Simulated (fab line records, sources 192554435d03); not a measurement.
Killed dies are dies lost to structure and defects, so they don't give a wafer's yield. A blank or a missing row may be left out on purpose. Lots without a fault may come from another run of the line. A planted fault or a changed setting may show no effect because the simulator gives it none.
Chamber matching | flow n5_finfet | N5_BEOL_M8_DESCUM_16 on rie_diel-04: 4 sister chambers
The step chemistry O2, time 7.9 s. 18 wafers are shown with their chamber, then 9 later ones without.

WAFERS WITH THEIR CHAMBER
wafer  | chamber | showerhead_plenum_p_Torr (Torr) | throttle_valve_pct (%) | drypump_motor_current_A (A)
L076.1 | 1       | 2.13                            | 20.58                  | 6.0
L076.3 | 2       | 2.07                            | 20.38                  | 6.1
L076.4 | 3       | 2.17                            | 20.46                  | 6.0
L078.1 | 3       | 2.16                            | 20.47                  | 5.9
L078.3 | 1       | 2.13                            | 20.57                  | 6.0
L078.6 | 1       | 2.13                            | 20.57                  | 6.0
L080.1 | 0       | 2.09                            | 20.79                  | 6.0
L080.2 | 3       | 2.16                            | 20.49                  | 5.9
L080.4 | 3       | 2.16                            | 20.48                  | 5.9
L085.2 | 3       | 2.16                            | 20.50                  | 5.9
L085.3 | 0       | 2.09                            | 20.83                  | 6.1
L085.6 | 1       | 2.12                            | 20.60                  | 6.0
L084.1 | 3       | 2.16                            | 20.50                  | 5.9
L084.2 | 1       | 2.12                            | 20.61                  | 6.0
L084.3 | 2       | 2.07                            | 20.06                  | 6.1
L084.4 | 0       | 2.09                            | 20.80                  | 6.0
L084.5 | 0       | 2.09                            | 20.81                  | 6.1
L084.6 | 1       | 2.12                            | 20.59                  | 6.0

SIGNATURES (means of the wafers above)
reading                  | chamber 0 | chamber 1 | chamber 2 | chamber 3 | scatter within a chamber
showerhead_plenum_p_Torr | 2.0900    | 2.1250    | 2.0700    | 2.1617    | 0.00408
throttle_valve_pct       | 20.8075   | 20.5867   | 20.2200   | 20.4833   | 0.0625
drypump_motor_current_A  | 6.050     | 6.000     | 6.100     | 5.917     | 0.0362
Rule: a wafer's distance from a chamber is the root of the sum, over the readings, of the square of ((its reading less the chamber's mean) divided by the reading's scatter). The wafer belongs to the nearest chamber; if the next one is less than 2 further off, it can't be placed. The scatter: the root of (the sum of the squares of (reading less its chamber's mean) over the shown wafers, divided by (wafers less chambers)).

WAFERS WITHOUT THEIR CHAMBER
wafer  | showerhead_plenum_p_Torr (Torr) | throttle_valve_pct (%) | drypump_motor_current_A (A)
L090.1 | 2.15                            | 20.51                  | 5.9
L090.3 | 2.06                            | 20.07                  | 6.1
L090.5 | 2.15                            | 20.50                  | 5.9
L093.2 | 2.11                            | 20.63                  | 6.0
L093.4 | 2.08                            | 20.84                  | 6.1
L093.6 | 2.08                            | 20.86                  | 6.1
L095.1 | 2.15                            | 20.18                  | 5.9
L095.3 | 2.08                            | 20.86                  | 6.0
L095.4 | 2.06                            | 20.09                  | 6.1

WHICH CHAMBER EACH WENT THROUGH
wafer  | from the rows above | in truth
L090.1 | 3                   | 3
L090.3 | 2                   | 2
L090.5 | 3                   | 3
L093.2 | 1                   | 1
L093.4 | 0                   | 0
L093.6 | 0                   | 0
L095.1 | 3                   | 3
L095.3 | 0                   | 0
L095.4 | 2                   | 2
Placed correctly: 9 of 9. Can't be placed from these rows: 0. Placed wrongly: 0.
